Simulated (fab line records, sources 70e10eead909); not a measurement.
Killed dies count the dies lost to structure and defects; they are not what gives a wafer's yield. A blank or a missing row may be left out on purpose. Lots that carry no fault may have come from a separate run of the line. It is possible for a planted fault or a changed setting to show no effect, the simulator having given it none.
Chamber matching ; flow nand-harc ; NHARC_A_CHANNEL_HOLE_D1_ETCH_16 on rie-diel-02 has 4 sister chambers
The step etches the open film in O2/COS, target depth 3100 nm, time 806 s. 8 wafers are shown with their chamber, then 10 later ones without.

EACH WAFER AND ITS CHAMBER
wafer;chamber;showerhead-plenum-p-Torr (Torr);rf-vpp-V (V)
L768.1;1;3.25;316.0
L782.3;1;3.24;315.4
L783.1;0;2.93;310.2
L783.4;2;3.00;311.8
L783.5;0;2.93;312.3
L785.4;2;3.00;311.8
L786.4;3;3.18;313.4
L786.5;3;3.18;314.2

WAFERS WHOSE CHAMBER IS MISSING
wafer;showerhead-plenum-p-Torr (Torr);rf-vpp-V (V)
L786.6;2.93;310.8
L787.2;3.24;315.5
L787.3;3.18;314.9
L787.4;2.99;312.3
L788.4;3.24;316.8
L788.5;2.99;313.0
L788.6;3.18;315.6
L789.3;3.17;315.9
L789.4;3.24;316.1
L789.5;3.24;316.1

WHICH CHAMBER EACH WENT THROUGH
wafer;from the rows above;in truth
L786.6;0;0
L787.2;1;1
L787.3;3;3
L787.4;2;2
L788.4;1;1
L788.5;2;2
L788.6;3;3
L789.3;3;3
L789.4;1;1
L789.5;1;1
10 of 10 placed correctly. Can't be placed from these rows: 0. 0 placed wrongly.
How it was worked out, from the rows above alone: a wafer's distance from a chamber is the root of the sum, over the readings, of the square of ((its reading less the chamber's mean) divided by the reading's scatter). If the next closest chamber is less than 2 further off than the closest, the wafer can't be placed; otherwise it belongs to the closest. The mean given for a chamber averages the wafers shown for that chamber. The scatter: take each reading less its chamber's mean, square it, sum over the shown wafers, divide by the number of wafers less the number of chambers, and take the root.
